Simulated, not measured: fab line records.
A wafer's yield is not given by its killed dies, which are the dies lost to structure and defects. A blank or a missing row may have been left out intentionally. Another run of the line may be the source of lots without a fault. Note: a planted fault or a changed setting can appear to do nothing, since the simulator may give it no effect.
A struck lot beside a sound one + flow n5_finfet + 34 out of 1938 route steps
Sound: the wafers L659.1, L659.4, L659.5. Struck: wafers L660.3, L660.4. (L660.5 of the same lot was not struck and is left out.) The cause comes at the end.
Each step with rows lists, per side, the tool, then ch with its chambers, then its first start. Under that, the readings that differ: sound wafers + struck wafers + difference of the means + sigmas: that difference in standard deviations of wafers without a fault.
alike: a reading whose means differ by less than 2 such deviations, as well as words and numbers matching on both sides. not compared: withheld readings; readings where some wafer has no value; bounds like >300 that might hide an equal value; numbers whose values overlap and for which the record gives no deviation.
The two part at a step that has a row with sigmas, a row that says differs or no value, or rows on one side only. When numbers do not overlap yet have no deviation, they are printed without sigmas and do not part them. A reading missing from all wafers of one side parts the sides only when that side holds two or more wafers.

first, 10 steps without rows for these wafers: N5_BEOL_M8_STRIP_80 (strips in N2/H2, time 10 s); N5_BEOL_M8_HM_STRIP_39 (strips TiN in peroxide tin strip, target depth 25 nm, time 158 s); N5_BEOL_M8_SRD_40 (time 30 s); N5_BEOL_M8_PRECLEAN_42 (cleans in residue remover, time 60 s); N5_BEOL_M8_SRD_43 (time 30 s); N5_BEOL_M8_CURE_75 (cures SiCOH lowk, time 120 s); N5_BEOL_M8_DEGAS_44 (time 60 s); N5_BEOL_M8_PRE_CLEAN_45 (time 30 s); N5_BEOL_M8_ALD_77 (deposits TaN, target thk 2 nm, pulse time 2 s, purge time 3 s); N5_BEOL_M8_SURFACE_TREAT_79.
N5_BEOL_M8_CVD_78: deposits Co from CCTBA/H2, target thk 2 nm, time 142.3 s.
  sound on cvd_co-01 ch 0,1,2, day 11 07:55; struck on cvd_co-01 ch 0,1, day 11 10:17
then, 22 steps without rows for these wafers: N5_BEOL_M8_SPUTTER_48 (material Cu, target thk 10 nm, time 1.667 s); N5_BEOL_M8_ECD_50 (material Cu, target thk 300 nm); N5_BEOL_M8_ANNEAL_51 (time 90 s); N5_BEOL_M8_CMP_52 (polishes, stops on SiCOH lowk, t overpolish 6.9 s, target thk 80 nm); N5_BEOL_M8_PRE_CLEAN_55 (time 15 s); N5_BEOL_M8_DEP_56 (deposits SiCN from 3MS/NH3, target thk 10 nm, time 17.5 s); N5_BEOL_M9_ILD_DEP_00 (deposits SiCOH lowk from DEMS/porogen, target thk 308.51 nm, time 58 s); N5_BEOL_M9_CURE_71 (cures SiCOH lowk, time 240 s); N5_BEOL_M9_PECVD_70 (deposits SiO2 from TEOS/O2, target thk 20 nm, time 22.7 s); N5_BEOL_M9_HM_DEP_02 (deposits TiN, target thk 20 nm); N5_BEOL_M9_COAT_59 (time 60 s, resist thk 100 nm); N5_BEOL_M9_COAT_60 (time 60 s, resist thk 30 nm); N5_BEOL_M9_COAT_05 (resist thk 90 nm); N5_BEOL_M9_EBR_07; N5_BEOL_M9_SOFTBAKE_06 (time 60 s); N5_BEOL_M9_EXPOSE_08 (exposes mask M9); N5_BEOL_M9_PEB_09 (peb time 60 s); N5_BEOL_M9_DEVELOP_10 (develop time 30 s); N5_BEOL_M9_DESCUM_16 (chemistry O2, time 7.9 s); N5_BEOL_M9_ETCH_61 (etches SiARC in CF4, target depth 39 nm, time 65 s); N5_BEOL_M9_ETCH_62 (etches SOC in N2/H2, target depth 110 nm, overetch 22 nm, time 165 s); N5_BEOL_M9_STRIP_68 (strips in N2/H2).
-- a jump in the record: the struck wafers' starts before and after are 3 days apart (it breaks off in module BEOL_M9 and resumes in module PASSIVATION, where the first step shown is number 1936 of the route) --
N5_PASSIVATION_PROBE_49:
  record: rows for the struck wafers here (prober-02, day 14 06:01), none for the sound ones

WHERE THEY PART
Only at N5_PASSIVATION_PROBE_49, as far as this record shows.

WHY: what had been put in by the simulator
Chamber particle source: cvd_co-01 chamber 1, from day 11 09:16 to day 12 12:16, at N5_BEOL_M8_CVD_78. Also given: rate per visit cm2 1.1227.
